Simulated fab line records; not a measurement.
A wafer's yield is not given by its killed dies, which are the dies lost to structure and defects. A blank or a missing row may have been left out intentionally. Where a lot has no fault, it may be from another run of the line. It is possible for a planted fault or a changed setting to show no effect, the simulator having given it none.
A lot that was struck, set against a sound lot :: flow nandHarc :: 44 out of 1159 route steps
Sound: the wafers L430.1, L430.3, L430.5. Wafers struck: L432.1, L432.2, L432.5. The cause is named last.
Order at every step that has rows: each side's tool, ch and its chambers, its first start. Under that, the readings that differ: sound wafers :: struck wafers :: difference of the means :: sigmas: that difference in standard deviations of wafers without a fault.
alike: words and numbers the same on both sides, and readings whose means are apart by under 2 such deviations; not compared: readings that were withheld, readings missing a value for some wafer, numbers with overlapping values and no deviation given by the record, and bounds like >300 which may hide the same value.
Wherever a step has rows on one side only, a row that says differs or no value, or a row with sigmas, the two part there. Numbers that don't overlap but have no deviation are shown without sigmas and don't part them. A reading that every wafer of one side lacks parts them only if that side has two wafers or more.

first, 7 steps without rows for these wafers: NHARC_P_STI_SRD_35; NHARC_P_STI_ETCH_36 (etches SiO2 in dHF, target depth 38.8 nm); NHARC_P_STI_STRIP_24 (strips Si3N4 in H3PO4); NHARC_P_STI_ETCH_37 (etches SiO2 in dHF, target depth 11 nm); NHARC_P_STI_PRECLEAN_38 (cleans in SC1); NHARC_P_STI_SRD_39; NHARC_P_STI_OXIDE_40 (material SiO2, target thk 10 nm, ox time 1362 s).
NHARC_P_STI_INSPECT_25:
  struck on defectInspect-02, day 4 23:50; sound on defectInspect-02, day 4 12:58
  alike: rawDefectCount
then, 3 steps without rows for these wafers: NHARC_P_GATE_ETCH_69 (etches SiO2 in dHF, target depth 14 nm); NHARC_P_GATE_PRECLEAN_70 (cleans in SC1); NHARC_P_GATE_SRD_01.
NHARC_P_GATE_OXIDE_02: material SiO2, target thk 37.5 nm, ox time 365 s.
  sound on furnace-03 ch 0, day 4 16:13; struck on furnace-03 ch 0, day 5 03:07
  alike: spikeTcTopC
then, 8 steps without rows for these wafers: NHARC_P_GATE_DEHYDRATE_03 (time 120 s); NHARC_P_GATE_HMDS_04 (time 30 s); NHARC_P_GATE_COAT_05; NHARC_P_GATE_SOFTBAKE_06 (time 95 s); NHARC_P_GATE_EBR_07; NHARC_P_GATE_EXPOSE_08 (exposes mask P HV); NHARC_P_GATE_PEB_09 (peb time 85 s); NHARC_P_GATE_DEVELOP_10 (time 70 s).
NHARC_P_GATE_CD_MEAS_11: the cd target is 1640 nm.
  sound on cdSem-03 ch 0, day 4 21:12; struck on cdSem-01 ch 0, day 5 08:16
  alike: cdNm
then, 1 step without rows for these wafers: NHARC_P_GATE_HARDBAKE_12 (time 80 s).
NHARC_P_GATE_DESCUM_13: chemistry O2, time 3 s.
  sound on rieDiel-11 ch 0,1,3, day 4 21:23; struck on rieDiel-09 ch 2,3, day 5 08:28
  alike: drypumpMotorCurrentA, oesProductAu, rfVppV, showerheadPlenumPTorr, throttleValvePct
  not compared: rfHoursCounterH
then, 6 steps without rows for these wafers: NHARC_P_GATE_ETCH_14 (etches SiO2 in dHF, target depth 48.8 nm); NHARC_P_GATE_STRIP_15 (strips in SPM, time 780 s); NHARC_P_GATE_PRECLEAN_71 (cleans in SC1); NHARC_P_GATE_SRD_72; NHARC_P_GATE_OXIDE_16 (material SiO2, target thk 3 nm, ox time 392 s); NHARC_P_GATE_CVD_17 (deposits poly-Si, target thk 150 nm, time 900 s).
NHARC_P_GATE_HM_DEP_102: deposits aC, target thk 120 nm.
  sound on aclDep-01 ch 0, day 5 10:16; struck on aclDep-02 ch 0, day 5 21:32
  alike: throttleValvePct
NHARC_P_GATE_DEP_103: deposits SiON, target thk 30 nm.
  sound on pecvd-03 ch 0,1, day 5 10:56; struck on pecvd-02 ch 0,1, day 5 22:23
  alike: heaterPowerW
then, 8 steps without rows for these wafers: NHARC_P_GATE_DEHYDRATE_18 (time 120 s); NHARC_P_GATE_HMDS_19 (time 30 s); NHARC_P_GATE_COAT_20 (resist thk 90 nm); NHARC_P_GATE_SOFTBAKE_21 (time 55 s); NHARC_P_GATE_EBR_22; NHARC_P_GATE_EXPOSE_23 (exposes mask P GATE, target cd 120 nm); NHARC_P_GATE_PEB_24 (peb time 65 s); NHARC_P_GATE_DEVELOP_25 (develop time 35 s).
NHARC_P_GATE_CD_MEAS_26: the cd target is 120 nm.
  sound on cdSem-03 ch 0, day 5 11:28; struck on cdSem-03 ch 0, day 5 22:58
  alike: cdNm
NHARC_P_GATE_OVL_MEAS_27:
  struck on overlay-02, day 5 23:02; sound on overlay-01, day 5 11:33
  alike: overlayXNm, overlayYNm
NHARC_P_GATE_INSPECT_28:
  struck on defectInspect-02, day 5 23:05; sound on defectInspect-01, day 5 11:35
reading: rawDefectCount
sound: 8 2 10
struck: 316 314 318
difference: +309
sigmas: +99 or more
NHARC_P_GATE_INSPECT_68:
  struck on defectInspect-01, day 6 17:59; sound on defectInspect-01, day 6 08:34
reading: rawDefectCount
sound: 253 175 309
struck: 447 653 500
difference: +288
sigmas: +4
-- jump in the record: it breaks off in module P_GATE and resumes in module END (first step shown: number 1159 of the route), and 15 days separate the struck wafers' starts before and after --
NHARC_END_SORT_01:
  the record has rows for the struck wafers here (prober-01 ch 0, day 21 14:32) and none for the sound ones

== WHERE THEY PART ==
At NHARC_P_GATE_INSPECT_28 first; at NHARC_END_SORT_01 last (within this record only).

WHY: what had been put in by the simulator
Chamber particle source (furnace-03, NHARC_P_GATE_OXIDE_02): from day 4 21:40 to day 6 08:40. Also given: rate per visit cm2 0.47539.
